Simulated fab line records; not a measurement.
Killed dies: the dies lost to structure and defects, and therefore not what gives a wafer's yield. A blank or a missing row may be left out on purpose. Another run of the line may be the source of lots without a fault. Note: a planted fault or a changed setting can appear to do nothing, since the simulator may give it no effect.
Split-lot study -- flow n5Finfet -- 39 wafers read across 7 lots, on a route 1938 steps long

ABOUT THE SPLIT
At N5_HKMG_FIN_ETCH_35 (etches SOC in N2/H2, target depth 215.8 nm, time 243.4 s), the setting targetDepthA was moved away from the recipe's 2158 angstrom on 9 of the 39 wafers read, by -12.9% to +12.9%. This setting was run at the recipe's value on the other wafers.

The reading is taken at the split's own step.

THE READING
HKMG_FIN.featureDepthNm (the simulator's own value, which no gauge read), in nm, at N5_HKMG_FIN_ETCH_35 (etches SOC in N2/H2, target depth 215.8 nm, time 243.4 s). There is no usual value for it anywhere in the file. The 30 wafers here that ran the recipe average 217.0 nm, standard deviation 3 nm.

wafer,"tool, chamber at the split","targetDepthA as run, angstrom",against the recipe,"HKMG_FIN.featureDepthNm, nm",against lot-mates on the recipe
L074.3,"rieDiel-03, 0",2158,recipe,217.6,-
L074.4,"rieDiel-03, 2",2158,recipe,213.4,-
L074.5,"rieDiel-03, 1",2158,recipe,221.2,-
L076.1,"rieDiel-04, 3",2158,recipe,209.6,-
L076.2,"rieDiel-04, 0",2158,recipe,212.6,-
L076.3,"rieDiel-04, 1",1880,-12.9%,184.8,-26.2
L076.4,"rieDiel-04, 2",1880,-12.9%,189,-22.0
L076.5,"rieDiel-04, 3",2158,recipe,210.8,-
L076.6,"rieDiel-04, 0",1880,-12.9%,186.8,-24.2
L077.1,"rieDiel-01, 3",2158,recipe,220.2,-
L077.2,"rieDiel-01, 0",2158,recipe,215.6,-
L077.3,"rieDiel-01, 1",2158,recipe,219.2,-
L077.4,"rieDiel-01, 1",2158,recipe,218.8,-
L077.5,"rieDiel-01, 0",2158,recipe,217,-
L077.6,"rieDiel-01, 3",2158,recipe,220.2,-
L079.1,"rieDiel-01, 2",2437,+12.9%,248.6,+28.7
L079.2,"rieDiel-01, 3",2437,+12.9%,254.4,+34.5
L079.3,"rieDiel-01, 1",2158,recipe,220.6,-
L079.4,"rieDiel-01, 0",2158,recipe,219.4,-
L079.5,"rieDiel-01, 1",2158,recipe,219.8,-
L079.6,"rieDiel-01, 0",2437,+12.9%,246.8,+26.9
L082.1,"rieDiel-01, 1",2158,recipe,215.4,-
L082.2,"rieDiel-01, 3",2158,recipe,218.8,-
L082.3,"rieDiel-01, 2",2158,recipe,214,-
L082.4,"rieDiel-01, 0",2158,recipe,215.2,-
L082.5,"rieDiel-01, 1",2158,recipe,217.6,-
L082.6,"rieDiel-01, 2",2158,recipe,215.8,-
L094.1,"rieDiel-01, 2",1921,-11.0%,194.4,-23.5
L094.2,"rieDiel-01, 3",2158,recipe,220,-
L094.3,"rieDiel-01, 1",1921,-11.0%,195.2,-22.7
L094.4,"rieDiel-01, 0",2158,recipe,217.4,-
L094.5,"rieDiel-01, 1",1921,-11.0%,194.8,-23.1
L094.6,"rieDiel-01, 0",2158,recipe,216.2,-
L097.1,"rieDiel-01, 0",2158,recipe,213.8,-
L097.2,"rieDiel-01, 1",2158,recipe,217.2,-
L097.3,"rieDiel-01, 2",2158,recipe,217,-
L097.4,"rieDiel-01, 3",2158,recipe,220.8,-
L097.5,"rieDiel-01, 0",2158,recipe,215.8,-
L097.6,"rieDiel-01, 3",2158,recipe,219.2,-

THE FIT
A straight line over all 39 wafers: HKMG_FIN.featureDepthNm changes by +2.34 nm for each +1% of targetDepthA; r = +0.98; the points scatter about the line by 3.1 nm.
The same after taking each lot's own level away (the mean of its wafers on the recipe; 39 wafers): +2.11 nm for each +1%; r = +0.98; scatter 2.3 nm.
Per that fit: largest targetDepthA move, reading shift of 27 nm.
The lots' own levels span 211.00 to 219.93 nm, that is 3.0 times the standard deviation above.
So the slope is not independent of the lot-to-lot level: the two fits are not the same.
Check: +27.5 nm against its lot-mates is what the line predicts for one of the wafers moved furthest among these (+12.9%) when that wafer is left out of the fit. It came out at +28.7 nm against them.

THE OTHER SPLITS THESE WAFERS WENT THROUGH
Before the reading, these wafers also passed through other splits. Each is held against what the fit with the lots' levels taken away leaves over:
other split on the same wafers,wafers away from the commonest value,r with HKMG_FIN.featureDepthNm (lot level and that fit taken away)
N5_WELL_APT_IMPLANT_14 energyKev,12,-0.02
N5_WELL_APT_EXPOSE_22 doseMj,12,+0.33
N5_DUMMY_GATE_ETCH_32 timeS,12,+0.21
N5_SD_EPI_N_ETCH_35 sourceW,15,+0.04

THE WHOLE CHAIN: every reading that the file lists as answering this split, in the file's order
step,what it does,reading,change (the file's fit),r (the file's)
N5_HKMG_FIN_ETCH_35,"etches SOC in N2/H2, target depth 215.8 nm, time 243.4 s","SOC_of_HKMG_FIN_COAT_29.thkNm (the simulator's own value, which no gauge read)",-2.11 nm for each +1% of the setting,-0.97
N5_HKMG_FIN_ETCH_35,"etches SOC in N2/H2, target depth 215.8 nm, time 243.4 s","etch.depthNm (the simulator's own value, which no gauge read)",+2.1 nm for each +1% of the setting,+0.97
N5_HKMG_FIN_ETCH_35,"etches SOC in N2/H2, target depth 215.8 nm, time 243.4 s","HKMG_FIN.featureDepthNm (the simulator's own value, which no gauge read)",+2.1 nm for each +1% of the setting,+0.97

FILE'S OWN FIT
HKMG_FIN.featureDepthNm changes by +2.1 nm for each +1% of targetDepthA, r = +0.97.
